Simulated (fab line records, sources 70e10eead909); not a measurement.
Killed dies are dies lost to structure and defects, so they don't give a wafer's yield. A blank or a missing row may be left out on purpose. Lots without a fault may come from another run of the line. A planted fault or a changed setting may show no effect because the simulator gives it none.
Which tool did it? | flow nand_harc | 12 lots, 36 wafers sampled, at 5 steps of a route of 1159

WHAT THE GAUGES READ, wafer by wafer
NHARC_THIN_TSV_CD_MEAS_12: target cd 1000 nm. Usual: cd_nm 999.7 nm, standard deviation 1.5.
lot  | measured     | on        | cd_nm (nm)           | flag
L407 | day 19 21:59 | cd_sem-02 | 1001.2 999.4 1001.3  |
L408 | day 20 05:27 | cd_sem-02 | 998.0 999.4 998.0    |
L409 | day 20 04:06 | cd_sem-01 | 998.2 998.6 997.8    |
L410 | day 20 12:16 | cd_sem-03 | 1001.4 1000.8 1001.9 |
L412 | day 21 06:16 | cd_sem-01 | 997.2 998.6 999.2    |
L411 | day 21 14:29 | cd_sem-03 | 999.3 1002.4 1001.2  |
L416 | day 23 12:55 | cd_sem-02 | 1000.0 1001.8 999.6  |
L417 | day 23 16:31 | cd_sem-03 | 998.8                |
L418 | day 23 22:21 | cd_sem-02 | 998.4 999.8          |
L414 | day 24 19:05 | cd_sem-01 | 996.3 999.7 996.5    |
L427 | day 25 20:17 | cd_sem-02 | 998.1 996.7 1000.8   |
L429 | day 26 00:01 | cd_sem-01 | 999.9 999.3 1000.1   |

NHARC_THIN_TSV_CD_MEAS_33: target cd 5000 nm. Usual: cd_nm 5000.0 nm, standard deviation 1.3.
lot  | measured     | on        | cd_nm (nm)           | flag
L407 | day 20 04:02 | cd_sem-02 | 4999.0 4999.4 4999.0 |
L408 | day 20 11:31 | cd_sem-02 | 5000.5 4999.5 4998.6 |
L409 | day 20 10:47 | cd_sem-01 | 4999.2 4998.8 5000.1 |
L410 | day 20 18:25 | cd_sem-01 | 5001.0 5001.7 5003.2 |
L412 | day 21 12:19 | cd_sem-01 | 5001.2 4999.6 4999.6 |
L411 | day 21 20:15 | cd_sem-01 | 5000.1 4999.1 4999.0 |
L416 | day 23 20:07 | cd_sem-02 | 5000.4 5001.3 4999.3 |
L417 | day 23 22:35 | cd_sem-03 | 5001.1               |
L418 | day 24 04:22 | cd_sem-03 | 5001.7 5000.3        |
L414 | day 25 01:22 | cd_sem-03 | 4999.2 4999.4 4999.9 |
L427 | day 26 02:16 | cd_sem-01 | 5003.7 5001.3 5001.7 |
L429 | day 26 06:14 | cd_sem-01 | 4998.6 4999.2 5000.1 |

NHARC_END_SORT_01. Usual: defect_limited_yield 95.4 %, standard deviation 1.6; killed_at_array 28, standard deviation 11; killed_at_other 0.9, standard deviation 1.2; killed_at_periphery 2.6, standard deviation 2.1; killed_dies 31, standard deviation 11; killed_open 3.1, standard deviation 1.7; killed_short 1.9, standard deviation 1.3; sort_bin_2_pct 1.5 %, standard deviation 0.64; sort_bin_3_pct 0.26 %, standard deviation 0.21; sort_bin_4_pct 2.9 %, standard deviation 1.1; sort_n_pass 646, standard deviation 11; sort_rim_yield_pct 96.4 %, standard deviation 2.3; sort_yield_pct 95.4 %, standard deviation 1.6.
lot  | measured     | on        | defect_limited_yield (%) | killed_at_array | killed_at_other | killed_at_periphery | killed_dies | killed_open | killed_short | sort_bin_2_pct (%) | sort_bin_3_pct (%) | sort_bin_4_pct (%) | sort_n_pass | sort_rim_yield_pct (%) | sort_yield_pct (%) | flag
L417 | day 24 12:37 | prober-02 | 96.3 0 0                 | 23 676 676      | 0 1 0           | 2 0 1               | 25 677 677  | 2 3 6       | 1 2 3        | 1.6 97.3 96.3      | 0.15 0.30 0.30     | 1.9 2.4 3.4        | 652 0 0     | 97.2 0 0               | 96.3 0 0           | OFF
L418 | day 24 22:54 | prober-01 | 94.2 0 94.4              | 36 677 35       | 1 0 0           | 2 0 3               | 39 677 38   | 2 0 4       | 1 2 1        | 1.9 96.9 2.5       | 1.03 0.44 0.44     | 2.8 2.7 2.7        | 638 0 639   | 95.3 0 97.2            | 94.2 0 94.4        | OFF

WHICH TOOL RAN EACH LOT (tool, then ch and the chambers of the sampled wafers, then the start)
lot  | NHARC_A_BONDPAD_ECD_18         | NHARC_THIN_TSV_DEP_47
L407 | ecd_cu-02 ch 0,1, day 19 07:49 | pecvd-02 ch 1,2, day 19 23:49
L408 | ecd_cu-01 ch 1, day 19 13:49   | pecvd-01 ch 0,1,2, day 20 07:26
L409 | ecd_cu-02 ch 0,1, day 19 15:59 | pecvd-02 ch 0,1,2, day 20 06:50
L410 | ecd_cu-02 ch 0,1, day 19 20:17 | pecvd-04 ch 0,1,2, day 20 14:22
L412 | ecd_cu-02 ch 0,1, day 20 16:43 | pecvd-04 ch 0,1,2, day 21 08:29
L411 | ecd_cu-01 ch 0,1, day 20 22:26 | pecvd-02 ch 0,1,2, day 21 16:22
L416 | ecd_cu-01 ch 0,1, day 22 22:13 | pecvd-02 ch 0,1, day 23 15:32
L417 | ecd_cu-01 ch 0,1, day 22 22:52 | pecvd-01 ch 2, day 23 18:28
L418 | ecd_cu-01 ch 0,1, day 23 07:11 | pecvd-04 ch 0,2, day 24 00:21
L414 | ecd_cu-02 ch 0,1, day 24 05:17 | pecvd-04 ch 1,2, day 24 20:57
L427 | ecd_cu-02 ch 0,1, day 25 04:35 | pecvd-04 ch 0,1, day 25 22:13
L429 | ecd_cu-02 ch 0,1, day 25 08:40 | pecvd-02 ch 0,1, day 26 02:13
- NHARC_A_BONDPAD_ECD_18: material Cu, target thk 400 nm.
- NHARC_THIN_TSV_DEP_47: deposits SiO2, target thk 200 nm.

WHAT THE TOOLS THEMSELVES READ (means of the sampled wafers that have a number; where no wafer has one, the mark that the record gives instead)
NHARC_THIN_TSV_DEP_47. Usual: flow_sccm 2649 sccm, standard deviation 7; mfc_precursor_sccm 161.4 sccm, standard deviation 0.46; throttle_valve_pct 16.2 %, standard deviation 0.36.
lot  | tool     | flow_sccm (sccm) | mfc_precursor_sccm (sccm) | throttle_valve_pct (%) | flag
L407 | pecvd-02 | 2653             | 161.5                     | 16.8                   |
L408 | pecvd-01 | 2644             | 161.4                     | 15.7                   |
L409 | pecvd-02 | 2647             | 161.6                     | 16.5                   |
L410 | pecvd-04 | 2650             | 161.2                     | 16.2                   |
L412 | pecvd-04 | 2648             | 161.6                     | 16.2                   |
L411 | pecvd-02 | 2653             | 161.4                     | 16.6                   |
L416 | pecvd-02 | 2648             | 161.0                     | 16.3                   |
L417 | pecvd-01 | 2643             | 161.2                     | 15.6                   |
L418 | pecvd-04 | 2654             | 161.3                     | 16.6                   |
L414 | pecvd-04 | 2650             | 161.6                     | 16.1                   |
L427 | pecvd-04 | 2652             | 161.8                     | 16.2                   |
L429 | pecvd-02 | 2648             | 161.5                     | 16.5                   |

THE ANSWER, worked out from the rows above alone
Rule: a lot is off if the mean of its wafers that have a number lies more than 3 standard deviations from the usual mean. A lot without any number at a reading at which 4 lots or more have one is off too. The other lots that the step has rows for count as sound. The gauges are gone through in route order, then the tools' own readings, and for those a lot's mean is taken as printed above. The first step at which some lot is off is used, and at that step the reading that is off furthest; a lot without a number counts as furthest.
Off: L417, L418, at NHARC_END_SORT_01 (sort_bin_2_pct). Neither off nor sound, because the step has no rows for them: L407, L408, L409, L410, L412, L411, L416, L414, L427, L429.
A tool fits if, at a process step before that reading, it ran every lot that is off, and no sound lot after the first of them. The gauges at NHARC_END_SORT_01 are tried like those tools. One fits: ecd_cu-01 at NHARC_A_BONDPAD_ECD_18. It ran no sound lot before its first lot that is off in this sample, so the start can't be narrowed down.

WHAT THE SIMULATOR HAD PUT IN
Process parameter drift: ecd_cu-01, from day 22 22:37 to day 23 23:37, at NHARC_A_BONDPAD_ECD_18. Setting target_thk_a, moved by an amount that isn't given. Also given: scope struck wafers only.
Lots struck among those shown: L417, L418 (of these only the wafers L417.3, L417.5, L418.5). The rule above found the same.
